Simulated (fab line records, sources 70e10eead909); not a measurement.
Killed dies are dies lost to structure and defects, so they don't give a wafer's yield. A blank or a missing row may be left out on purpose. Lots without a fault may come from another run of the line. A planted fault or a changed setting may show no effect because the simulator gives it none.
A struck lot beside a sound one | flow nand_harc | 31 steps out of a route of 1302
Sound: wafers L797.2, L797.5, L797.6. Struck: wafers L809.2, L809.5, L809.6. The cause comes at the end.
At each step with rows: each side's tool, then ch and its chambers, then its first start. Under that, the readings that differ: sound wafers | struck wafers | difference of the means | sigmas: that difference in standard deviations of wafers without a fault.
alike: readings whose means differ by less than 2 such deviations, and words and numbers that are the same on both sides. not compared: withheld readings, readings that some wafer has no value for, bounds like >300 that may hide the same value, and numbers for which the record gives no deviation and whose values overlap.
The two part at a step that has a row with sigmas, a row that says differs or no value, or rows on one side only. Numbers that don't overlap but have no deviation are shown without sigmas and don't part them. A reading that every wafer of one side lacks parts them only if that side has two wafers or more.

first, 2 steps without rows for these wafers: NHARC_P_ZERO_WELL_PEB_50 (peb time 85 s); NHARC_P_ZERO_WELL_DEVELOP_51 (time 70 s).
NHARC_P_ZERO_WELL_CD_MEAS_52: target cd 2000 nm.
  sound on cd_sem-03 ch 0, day 2 21:37; struck on cd_sem-02 ch 0, day 7 21:47
  alike: cd_nm
then, 1 step without rows for these wafers: NHARC_P_ZERO_WELL_HARDBAKE_53 (time 80 s).
NHARC_P_ZERO_WELL_DESCUM_54: chemistry O2, time 3 s.
  sound on rie_diel-13 ch 1,2,3, day 2 21:49; struck on rie_diel-12 ch 1,2, day 7 21:56
  alike: chamber_pressure_mTorr, drypump_motor_current_A, oes_product_au, rf_vpp_V, showerhead_plenum_p_Torr, throttle_valve_pct
  not compared: rf_hours_counter_h
then, 5 steps without rows for these wafers: NHARC_P_ZERO_WELL_IMPLANT_55; NHARC_P_ZERO_WELL_IMPLANT_61; NHARC_P_ZERO_WELL_STRIP_56 (strips in SPM, time 840 s); NHARC_P_ZERO_WELL_PRECLEAN_68 (cleans in SC1, time 60 s); NHARC_P_ZERO_WELL_SRD_69.
NHARC_P_ZERO_WELL_RTA_42: time 300 s.
  sound on rtp_anneal-02 ch 0, day 2 22:51; struck on rtp_anneal-01 ch 0, day 7 23:01
  reading             | sound          | struck         | difference | sigmas
  lamp_power_pct (%)  | 32.6 32.6 32.6 | 35.2 35.1 35.1 | +2.5       | +2
  lamp_zone_7_pct (%) | 32.8 32.9 32.9 | 35.4 35.4 35.5 | +2.6       | +2
  alike: wafer_temp_C_max
NHARC_P_ZERO_WELL_INSPECT_43:
  sound on defect_inspect-02, day 2 23:25; struck on defect_inspect-02, day 7 23:36
  alike: raw_defect_count
NHARC_P_STI_ETCH_26: etches SiO2 in dHF, target depth 11 nm.
  sound on wet_bench-05 ch 1,2,5, day 2 23:28; struck on wet_bench-05 ch 3,4,6, day 7 23:40
then, 13 steps without rows for these wafers: NHARC_P_STI_PRECLEAN_27 (cleans in SC1); NHARC_P_STI_SRD_28; NHARC_P_STI_OXIDE_29 (material SiO2, target thk 10 nm, ox time 1362 s); NHARC_P_STI_HM_DEP_30 (deposits Si3N4, target thk 80 nm, time 873 s); NHARC_P_STI_DEHYDRATE_01 (time 120 s); NHARC_P_STI_HMDS_02 (time 30 s); NHARC_P_STI_COAT_41 (time 65 s); NHARC_P_STI_COAT_03 (resist thk 600 nm); NHARC_P_STI_SOFTBAKE_04 (time 70 s); NHARC_P_STI_EBR_05; NHARC_P_STI_EXPOSE_06 (exposes mask P STI, target cd 200 nm); NHARC_P_STI_PEB_07 (peb time 80 s); NHARC_P_STI_DEVELOP_08 (time 50 s).
NHARC_P_STI_CD_MEAS_09: target cd 200 nm.
  sound on cd_sem-01 ch 0, day 3 14:36; struck on cd_sem-03 ch 0, day 8 17:23
  alike: cd_nm
NHARC_P_STI_OVL_MEAS_10:
  sound on overlay-01, day 3 14:41; struck on overlay-01, day 8 17:28
  reading           | sound    | struck   | difference | sigmas
  overlay_x_nm (nm) | 14 14 14 | -5 -5 -4 | -19        | -4
  alike: overlay_y_nm
NHARC_P_STI_INSPECT_11:
  sound on defect_inspect-02, day 3 14:43; struck on defect_inspect-02, day 8 17:30
  reading          | sound | struck      | difference | sigmas
  raw_defect_count | 4 8 5 | 638 577 644 | +614       | +99 or more
then, 1 step without rows for these wafers: NHARC_P_STI_HARDBAKE_13 (time 65 s).
-- the record jumps here: 22 days lie between the struck wafers' starts before and after (it left off in module P_STI and takes up again in module END, whose first step shown is number 1302 of the route) --
NHARC_END_SORT_01:
  the record has rows for the struck wafers here (prober-01 ch 0, day 30 20:46) and none for the sound ones

WHERE THEY PART
First at NHARC_P_ZERO_WELL_RTA_42; last, within this record, at NHARC_END_SORT_01.

WHY: what the simulator had put in
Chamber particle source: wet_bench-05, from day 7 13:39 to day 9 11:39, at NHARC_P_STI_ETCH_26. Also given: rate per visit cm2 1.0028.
